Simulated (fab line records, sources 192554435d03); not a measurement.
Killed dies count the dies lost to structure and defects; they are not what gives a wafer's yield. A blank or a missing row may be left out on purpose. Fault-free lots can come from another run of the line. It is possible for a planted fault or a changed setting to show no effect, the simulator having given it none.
A struck lot beside a sound one + flow n5 finfet + 14 out of 1938 route steps
Sound: the wafers L728.1, L728.3, L728.6. The struck wafers were L717.1, L717.2, L717.4. Last of all comes the cause.
Per side, at each step with rows, come the tool, then ch with its chambers, and then its first start. Under that, the readings that differ: sound wafers + struck wafers + difference of the means + sigmas: that difference in standard deviations of wafers without a fault.
alike: readings with means less than 2 such deviations apart, plus words and numbers identical on both sides. not compared: withheld readings, readings lacking a value on some wafer, bounds such as >300 that could conceal the same value, and numbers that have no deviation in the record and whose values overlap.
Wherever a step has rows on one side only, a row that says differs or no value, or a row with sigmas, the two part there. When numbers do not overlap yet have no deviation, they are printed without sigmas and do not part them. A reading missing from all wafers of one side parts the sides only when that side holds two or more wafers.

first, 1 step without rows for these wafers: N5_BEOL_M7_STRIP_68 (strips in N2/H2).
N5_BEOL_M7_STRIP_67: strips in CF4.
  sound on rie diel-01 ch 1,3, day 13 10:22; struck on rie diel-01 ch 0,2,3, day 10 20:22
  alike: drypump motor current A, oes product au, rf vpp V, showerhead plenum p Torr, throttle valve pct
  not compared: rf hours counter h
N5_BEOL_M7_HM_OPEN_17: chemistry Cl2/BCl3, target TiN, target depth 20 nm, overetch 6 nm.
  sound on rie metal-02 ch 0,1, day 13 10:26; struck on rie metal-01 ch 0,1, day 10 20:25
| reading                | sound             | struck            | difference | sigmas |
|------------------------|-------------------|-------------------|------------|--------|
| throttle valve pct (%) | 21.85 21.84 22.33 | 22.54 22.56 22.52 | +0.53      | +2     |
  alike: drypump motor current A, oes_ar_750_au, oes product au
  not compared: rf hours counter h
N5_BEOL_M7_STRIP_19: strips in O2.
  sound on rie diel-03 ch 0,1,3, day 13 10:33; struck on rie diel-05 ch 0,2,3, day 10 20:31
  alike: drypump motor current A, oes product au, rf vpp V, showerhead plenum p Torr, throttle valve pct
  not compared: rf hours counter h
N5_BEOL_M7_CD_MEAS_18: pitch 80 nm, target cd 40 nm.
  struck on cd sem-02, day 10 20:35; sound on cd sem-03, day 13 10:37
  alike: cd nm
then, 7 steps without rows for these wafers: N5_BEOL_M7_COAT_63 (time 60 s, resist thk 60 nm); N5_BEOL_M7_COAT_64 (time 60 s, resist thk 12 nm); N5_BEOL_M7_COAT_71 (time 60 s, resist thk 5 nm); N5_BEOL_M7_COAT_22 (resist thk 30 nm); N5_BEOL_M7_EBR_24; N5_BEOL_M7_SOFTBAKE_23 (time 60 s); N5_BEOL_M7_EXPOSE_25 (exposes mask V6, target cd 40 nm).
N5_BEOL_M7_PEB_26: peb time 60 s.
  sound on litho track-05 ch 0, day 13 11:49; struck on litho track-05, day 10 20:51
  no value came back on the struck wafers for chill plate temp C (C), exhaust pa (Pa); on the sound wafers chill plate temp C (C) reads 23.04 23.00 22.98
then, 1 step without rows for these wafers: N5_BEOL_M7_DEVELOP_27 (develop time 30 s).

## WHERE THEY PART
Earliest at N5_BEOL_M7_HM_OPEN_17; latest, in this record, at N5_BEOL_M7_PEB_26.

WHY: what the simulator had put in
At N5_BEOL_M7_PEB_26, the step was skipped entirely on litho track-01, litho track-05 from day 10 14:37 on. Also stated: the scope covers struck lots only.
